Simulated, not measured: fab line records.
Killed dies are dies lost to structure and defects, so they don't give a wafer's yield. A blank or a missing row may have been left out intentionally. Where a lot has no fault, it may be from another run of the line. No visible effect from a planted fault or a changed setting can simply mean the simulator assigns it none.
Which tool is to blame? / flow nand harc / 36 wafers sampled from 12 lots at 1 step of a route of 1159

WHAT EACH GAUGE READ, for each wafer
NHARC_A_SLIT_INSPECT_11.
lot=L075; measured=day 14 18:20; on=defect inspect-01; raw defect count=25 28 20
lot=L077; measured=day 15 07:40; on=defect inspect-02; raw defect count=5 7 11
lot=L079; measured=day 15 23:49; on=defect inspect-01; raw defect count=28 24 18
lot=L080; measured=day 16 01:54; on=defect inspect-02; raw defect count=25 24 16
lot=L082; measured=day 16 19:51; on=defect inspect-02; raw defect count=15 9 15
lot=L085; measured=day 17 09:01; on=defect inspect-02; raw defect count=15 10 14
lot=L087; measured=day 17 20:52; on=defect inspect-02; raw defect count=18 13 13
lot=L090; measured=day 18 02:40; on=defect inspect-02; raw defect count=10 16 16
lot=L091; measured=day 19 01:22; on=defect inspect-01; raw defect count=11 16 16
lot=L094; measured=day 19 01:41; on=defect inspect-02; raw defect count=39 37 37
lot=L096; measured=day 19 07:28; on=defect inspect-01; raw defect count=31 38 47
lot=L097; measured=day 19 17:34; on=defect inspect-01; raw defect count=19 19 15

WHAT TOOL EACH LOT RAN ON (gives the tool, then ch and the chambers of the sampled wafers, and finally the start)
The record shows no process step preceding these readings.

THE ANSWER, worked out from the rows above alone
Rule: what is usual is taken from the lots themselves. Put in order of their means at a reading, lots are off if they are a third of the lots or fewer, leave a main group of 4 or more, and stand apart from it by a gap of 3 or more times the standard deviation of the main group's means; of several such gaps the widest counts. Not used: any main group whose means are identical at the precision the tables above print for the reading. Also off: a lot with no number at a reading for which 4 or more lots have one. Where the step has rows for the other lots, those lots are counted as sound.
No lot is off on any of the readings shown, so nothing can be concluded from this.

WHAT HAD BEEN PUT IN BY THE SIMULATOR
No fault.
